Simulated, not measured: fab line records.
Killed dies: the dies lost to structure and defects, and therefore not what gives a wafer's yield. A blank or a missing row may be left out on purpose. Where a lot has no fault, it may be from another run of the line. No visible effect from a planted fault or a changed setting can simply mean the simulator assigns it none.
A struck lot beside a sound one | flow nand_harc | 14 out of 1302 route steps
Sound: wafers L781.2, L781.3, L781.4. Struck: wafers L795.2, L795.3 (left out: L795.6, a lot-mate that was not struck); the cause follows at the end.
At each step with rows: each side's tool, then ch and its chambers, then its first start. Under that, the readings that differ: sound wafers | struck wafers | difference of the means | sigmas: that difference in standard deviations of wafers without a fault.
alike: words and numbers the same on both sides, and readings whose means are apart by under 2 such deviations; not compared: readings that were withheld, readings missing a value for some wafer, numbers with overlapping values and no deviation given by the record, and bounds like >300 which may hide the same value.
Wherever a step has rows on one side only, a row that says differs or no value, or a row with sigmas, the two part there. Numbers that don't overlap but have no deviation are shown without sigmas and don't part them. A reading that every wafer of one side lacks parts them only if that side has two wafers or more.

NHARC_P_GATE_RTA_82: time 30 s.
  sound on rtp_anneal-01 ch 0, day 6 16:55; struck on rtp_anneal-01 ch 0, day 12 19:23
  alike: lamp_power_pct, lamp_zone_6_pct, wafer_temp_C_max
NHARC_P_GATE_INSPECT_68:
  struck on defect_inspect-02, day 12 19:34; sound on defect_inspect-01, day 6 17:05
  alike: raw_defect_count
NHARC_P_CONTACT_DEP_30: deposits SiNx, target thk 30 nm.
  sound on pecvd-03 ch 0,1, day 6 17:10; struck on pecvd-04 ch 0,2, day 12 19:38
  alike: heater_power_w
NHARC_P_CONTACT_DEP_00: deposits SiO2, target thk 500 nm.
  sound on pecvd-03 ch 0,1; struck on pecvd-04 ch 0,2
  alike: heater_power_w, throttle_valve_pct
NHARC_P_CONTACT_CMP_01: polishes SiO2, target thk 200 nm.
  sound on cmp-04 ch 0,1,2, day 6 17:52; struck on cmp-03 ch 0,3, day 12 20:23
  alike: edge_zone_pressure_frac, motor_current_A
then, 6 steps without rows for these wafers: NHARC_P_CONTACT_SRD_03; NHARC_P_CONTACT_DEHYDRATE_04 (time 120 s); NHARC_P_CONTACT_HMDS_05 (time 30 s); NHARC_P_CONTACT_COAT_33 (time 75 s); NHARC_P_CONTACT_COAT_34 (time 65 s); NHARC_P_CONTACT_COAT_06 (resist thk 90 nm).
NHARC_P_CONTACT_SOFTBAKE_07: time 55 s.
  sound on litho_track-01 ch 0, day 6 18:00; struck on litho_track-01 ch 0, day 12 20:00
  reading                  | sound                | struck        | difference | sigmas
  heater_power_total_W (W) | 188.32 188.39 188.44 | 323.08 323.42 | +134.87    | +99 or more
then, 2 steps without rows for these wafers: NHARC_P_CONTACT_EBR_08; NHARC_END_SORT_01.

## WHERE THEY PART
At NHARC_P_CONTACT_SOFTBAKE_07 and nowhere else, as far as this record goes.

WHY: what the simulator had put in
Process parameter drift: litho_track-01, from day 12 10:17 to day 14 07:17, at NHARC_P_CONTACT_SOFTBAKE_07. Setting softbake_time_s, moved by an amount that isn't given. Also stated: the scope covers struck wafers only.
